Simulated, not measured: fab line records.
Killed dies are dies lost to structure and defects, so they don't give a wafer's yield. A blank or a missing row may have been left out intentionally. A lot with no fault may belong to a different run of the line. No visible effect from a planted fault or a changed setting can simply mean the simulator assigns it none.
Commonality check across tools / flow nand_harc / 13 lots and 39 wafers in the sample

WHAT PROMPTED THE OPENING
At NHARC_A_ONON_D2_THK_MEAS_14 the reading thk_nm is flagged on 2 of 13 lots. Wafers without a fault read 998 nm, standard deviation 9.6.
Rule: a lot is flagged in two cases, either no wafer of it has a number, or all its wafers with numbers fall more than 4 standard deviations from that mean. All remaining lots are regarded as sound.

lot=L407; measured=day 13 07:17; on=film_metro-02; thk_nm (nm), wafer by wafer=1002 1002 1002; flag=
lot=L404; measured=day 13 07:29; on=film_metro-02; thk_nm (nm), wafer by wafer=991 989 992; flag=
lot=L406; measured=day 13 07:41; on=film_metro-02; thk_nm (nm), wafer by wafer=995 996 998; flag=
lot=L408; measured=day 14 09:35; on=film_metro-02; thk_nm (nm), wafer by wafer=980 980 981; flag=
lot=L413; measured=day 16 03:00; on=film_metro-02; thk_nm (nm), wafer by wafer=687 687 685; flag=FLAGGED
lot=L415; measured=day 17 03:22; on=film_metro-01; thk_nm (nm), wafer by wafer=665 664 664; flag=FLAGGED
lot=L419; measured=day 18 09:54; on=film_metro-01; thk_nm (nm), wafer by wafer=994 994 995; flag=
lot=L421; measured=day 19 06:10; on=film_metro-02; thk_nm (nm), wafer by wafer=992 991 992; flag=
lot=L422; measured=day 19 19:46; on=film_metro-01; thk_nm (nm), wafer by wafer=994 995 996; flag=
lot=L423; measured=day 20 09:09; on=film_metro-02; thk_nm (nm), wafer by wafer=995 994 992; flag=
lot=L424; measured=day 20 17:02; on=film_metro-01; thk_nm (nm), wafer by wafer=1016 1013 1017; flag=
lot=L426; measured=day 21 14:05; on=film_metro-02; thk_nm (nm), wafer by wafer=1016 1015 1017; flag=
lot=L425; measured=day 21 21:13; on=film_metro-02; thk_nm (nm), wafer by wafer=989 991 990; flag=
The mean of the flagged lots' numbers is 675 nm, -323 nm from the usual (-34 standard deviations).

LOT BY LOT: THE TOOL USED
The record holds 2 process steps before the reading, out of a route of 1302 steps. Every cell lists first the tool, next ch and the chambers used by the sampled wafers, and last the start.
lot=L407; flag=; NHARC_A_CHANNEL_FILL_D1_ETCHBACK_20=rie_diel-03 ch 0,3, day 10 17:32; NHARC_A_ONON_D2_DEP_12=pecvd_onon-04 ch 0, day 13 06:47
lot=L404; flag=; NHARC_A_CHANNEL_FILL_D1_ETCHBACK_20=rie_diel-03 ch 0,1, day 10 10:53; NHARC_A_ONON_D2_DEP_12=pecvd_onon-01 ch 0, day 13 07:08
lot=L406; flag=; NHARC_A_CHANNEL_FILL_D1_ETCHBACK_20=rie_diel-06 ch 0,1,2, day 10 17:33; NHARC_A_ONON_D2_DEP_12=pecvd_onon-04 ch 0, day 13 07:16
lot=L408; flag=; NHARC_A_CHANNEL_FILL_D1_ETCHBACK_20=rie_diel-03 ch 0,1,2, day 11 15:45; NHARC_A_ONON_D2_DEP_12=pecvd_onon-01 ch 0, day 14 09:08
lot=L413; flag=FLAGGED; NHARC_A_CHANNEL_FILL_D1_ETCHBACK_20=rie_diel-03 ch 2,3, day 13 15:46; NHARC_A_ONON_D2_DEP_12=pecvd_onon-01 ch 0, day 16 02:29
lot=L415; flag=FLAGGED; NHARC_A_CHANNEL_FILL_D1_ETCHBACK_20=rie_diel-06 ch 0,1,2, day 14 10:41; NHARC_A_ONON_D2_DEP_12=pecvd_onon-01 ch 0, day 17 02:52
lot=L419; flag=; NHARC_A_CHANNEL_FILL_D1_ETCHBACK_20=rie_diel-11 ch 1,3, day 15 22:07; NHARC_A_ONON_D2_DEP_12=pecvd_onon-04 ch 0, day 18 09:23
lot=L421; flag=; NHARC_A_CHANNEL_FILL_D1_ETCHBACK_20=rie_diel-06 ch 1,3, day 16 16:19; NHARC_A_ONON_D2_DEP_12=pecvd_onon-04 ch 0, day 19 05:43
lot=L422; flag=; NHARC_A_CHANNEL_FILL_D1_ETCHBACK_20=rie_diel-11 ch 0,2,3, day 17 08:21; NHARC_A_ONON_D2_DEP_12=pecvd_onon-04 ch 0, day 19 19:15
lot=L423; flag=; NHARC_A_CHANNEL_FILL_D1_ETCHBACK_20=rie_diel-03 ch 1,2,3, day 17 14:49; NHARC_A_ONON_D2_DEP_12=pecvd_onon-02 ch 0, day 20 08:38
lot=L424; flag=; NHARC_A_CHANNEL_FILL_D1_ETCHBACK_20=rie_diel-06 ch 0,2, day 18 04:32; NHARC_A_ONON_D2_DEP_12=pecvd_onon-01 ch 0, day 20 16:32
lot=L426; flag=; NHARC_A_CHANNEL_FILL_D1_ETCHBACK_20=rie_diel-06 ch 1,2, day 19 00:34; NHARC_A_ONON_D2_DEP_12=pecvd_onon-01 ch 0, day 21 13:38
lot=L425; flag=; NHARC_A_CHANNEL_FILL_D1_ETCHBACK_20=rie_diel-06 ch 1,2,3, day 19 08:54; NHARC_A_ONON_D2_DEP_12=pecvd_onon-01 ch 0, day 21 20:46
What the steps here do:
- NHARC_A_CHANNEL_FILL_D1_ETCHBACK_20: etches the open film in C4F8/O2/Ar, target depth 27 nm, time 13.5 s.
- NHARC_A_ONON_D2_DEP_12: target thk 1000 nm.
- NHARC_A_ONON_D2_THK_MEAS_14: measures by ellipsometry.

FLAGGED AGAINST TOTAL, ONE TOOL AT A TIME (gauges that did the reading follow at the end)
step=NHARC_A_CHANNEL_FILL_D1_ETCHBACK_20; tool=rie_diel-03; lots run=5; flagged=1; share of the flagged lots=some; sound lots run after its first flagged lot=1 (L423)
step=NHARC_A_CHANNEL_FILL_D1_ETCHBACK_20; tool=rie_diel-06; lots run=6; flagged=1; share of the flagged lots=some; sound lots run after its first flagged lot=4 (L421,L424,L426,L425)
step=NHARC_A_CHANNEL_FILL_D1_ETCHBACK_20; tool=rie_diel-11; lots run=2; flagged=0; share of the flagged lots=none; sound lots run after its first flagged lot=-
step=NHARC_A_ONON_D2_DEP_12; tool=pecvd_onon-01; lots run=7; flagged=2; share of the flagged lots=all; sound lots run after its first flagged lot=3 (L424,L426,L425)
step=NHARC_A_ONON_D2_DEP_12; tool=pecvd_onon-02; lots run=1; flagged=0; share of the flagged lots=none; sound lots run after its first flagged lot=-
step=NHARC_A_ONON_D2_DEP_12; tool=pecvd_onon-04; lots run=5; flagged=0; share of the flagged lots=none; sound lots run after its first flagged lot=-
step=NHARC_A_ONON_D2_THK_MEAS_14; tool=film_metro-01; lots run=4; flagged=1; share of the flagged lots=some; sound lots run after its first flagged lot=3 (L419,L422,L424)
step=NHARC_A_ONON_D2_THK_MEAS_14; tool=film_metro-02; lots run=9; flagged=1; share of the flagged lots=some; sound lots run after its first flagged lot=4 (L421,L423,L426,L425)

WHAT THE TABLE ALLOWS
Rows of the table that ran each flagged lot: 1, that is pecvd_onon-01 at NHARC_A_ONON_D2_DEP_12.
- pecvd_onon-01 at NHARC_A_ONON_D2_DEP_12: 2 of its 7 lots flagged. Sound lots ran on it after the first flagged one (L424, L426, L425), which a lasting fault on the whole tool wouldn't allow.
None of the table's rows ran every flagged lot and, after the first, no sound lot.

WHAT HAD BEEN PUT IN BY THE SIMULATOR
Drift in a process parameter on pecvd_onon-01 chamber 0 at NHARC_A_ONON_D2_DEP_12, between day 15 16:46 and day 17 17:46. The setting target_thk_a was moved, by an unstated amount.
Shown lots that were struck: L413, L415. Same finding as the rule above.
